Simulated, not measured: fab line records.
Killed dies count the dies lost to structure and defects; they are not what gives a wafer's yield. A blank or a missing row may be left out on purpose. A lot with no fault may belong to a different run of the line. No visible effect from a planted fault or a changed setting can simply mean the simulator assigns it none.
The same fault as seen by 2 desks    flow n5Finfet    each desk holds nothing but its own numbers, with what lay behind them at the end

== METROLOGY DESK ==
Lot by lot, what the gauges showed, no matter which tool ran the lot: averages of those sampled wafers that carry a number. Marked OUT: a lot whose mean sits more than 4 standard deviations from the usual mean, which makes it out of limits; the brackets give that distance.
Columns: A = PAD_OVL at N5_PASSIVATION_OVL_MEAS_63, usual 1 nm
lot   first seen here  A
L159  day 11 08:32     2
L163  day 12 08:14     5
L161  day 12 09:38     3
L164  day 12 21:53     10
L167  day 13 14:05     1
L165  day 13 14:43     6
L166  day 13 15:01     -5
L171  day 15 10:44     6
L179  day 16 09:54     2
L178  day 16 18:09     3
L180  day 16 23:44     -2
This desk's verdict: no lot among the 11 shows anything out of limits.

== DESK OF THE TOOL OWNER: rieDiel-06 ==
The tool's own readings at N5_BEOL_M7_ETCH_66 (etches SOC in N2/H2, target depth 80 nm, overetch 16 nm, time 120 s): means of the sampled wafers that have a number, for each lot that ran on this tool. Marked OUT: a lot whose mean sits more than 4 standard deviations from the usual mean, which makes it out of limits; the brackets give that distance.
Columns: A = drypumpMotorCurrentA at N5_BEOL_M7_ETCH_66, usual 5.9 A; B = n2FlowSccm at N5_BEOL_M7_ETCH_66, usual 200.0 sccm; C = oesProductAu at N5_BEOL_M7_ETCH_66, usual 0.62 a.u.; D = rfVppV at N5_BEOL_M7_ETCH_66, usual 524.4 V; E = showerheadPlenumPTorr at N5_BEOL_M7_ETCH_66, usual 2.56 Torr; F = throttleValvePct at N5_BEOL_M7_ETCH_66, usual 17.80 %
lot   first seen here  A    B      C     D      E     F
L161  day 9 13:44      5.6  200.0  0.61  525.0  2.59  17.79
L165  day 10 12:20     5.8  200.1  0.62  523.9  2.55  17.73
L171  day 12 10:10     5.9  199.7  0.67  526.6  2.58  17.59
This desk's verdict: no lot among the 3 shows anything out of limits.

== PUT TOGETHER ==
Nothing out of limits was seen by the metrology desk.
The tool owner's desk saw nothing out of limits.

== WHAT WAS PUT IN BY THE SIMULATOR ==
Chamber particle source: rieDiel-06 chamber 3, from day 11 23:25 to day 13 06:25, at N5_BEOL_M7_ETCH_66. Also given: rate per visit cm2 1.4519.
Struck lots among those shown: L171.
